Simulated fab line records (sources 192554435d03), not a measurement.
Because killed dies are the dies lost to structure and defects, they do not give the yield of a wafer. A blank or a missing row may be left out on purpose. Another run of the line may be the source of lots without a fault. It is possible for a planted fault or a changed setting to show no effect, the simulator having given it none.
Chamber matching	flow n5_finfet	rie_diel-01 running N5_SDB_STRIP_21: 4 sister chambers
The step strips in CF4. 14 wafers are shown with their chamber, then 7 later ones without.

## EACH WAFER AND ITS CHAMBER
wafer	chamber	drypump_motor_current_A (A)	throttle_valve_pct (%)	oes_product_au (a.u.)
L074.2	2	6.5	13.07	0.89
L074.4	0	4.9	13.54	0.85
L074.6	2	6.4	13.10	0.88
L078.1	3	5.2	13.67	0.70
L078.3	2	6.4	13.11	0.87
L078.4	0	4.9	13.60	0.83
L079.1	3	5.2	13.67	0.70
L079.3	0	4.9	13.58	0.83
L079.4	2	6.4	13.11	0.86
L081.3	2	6.4	13.13	0.86
L081.5	1	5.0	13.49	0.76
L081.6	2	6.4	13.12	0.85
L086.1	3	5.2	13.70	0.69
L086.3	1	5.1	13.52	0.75

SIGNATURES, as means of the wafers listed above
reading	chamber 0	chamber 1	chamber 2	chamber 3	scatter within a chamber
drypump_motor_current_A	4.900	5.050	6.417	5.200	0.0365
throttle_valve_pct	13.5733	13.5050	13.1067	13.6800	0.0225
oes_product_au	0.8367	0.7550	0.8683	0.6967	0.0121
Rule: for each reading, subtract the chamber's mean from the wafer's reading, divide by that reading's scatter and square the result; add these up over the readings and take the root, which gives the wafer's distance from the chamber. If the next closest chamber is less than 2 further off than the closest, the wafer can't be placed; otherwise it belongs to the closest. The scatter: take each reading less its chamber's mean, square it, sum over the shown wafers, divide by the number of wafers less the number of chambers, and take the root.

## WAFERS WHOSE CHAMBER IS MISSING
wafer	drypump_motor_current_A (A)	throttle_valve_pct (%)	oes_product_au (a.u.)
L086.5	4.9	13.59	0.81
L088.2	5.2	13.72	0.68
L088.4	6.4	13.17	0.83
L088.5	6.4	13.16	0.83
L097.2	4.9	13.68	0.78
L097.3	6.4	13.22	0.81
L097.5	4.9	13.66	0.79

## EACH ONE'S CHAMBER
wafer	from the rows above	in truth
L086.5	0	0
L088.2	3	3
L088.4	2	2
L088.5	2	2
L097.2	0	0
L097.3	2	2
L097.5	0	0
Correct placement for 7 of the 7. From these rows, 0 cannot be placed. Number placed wrongly: 0.
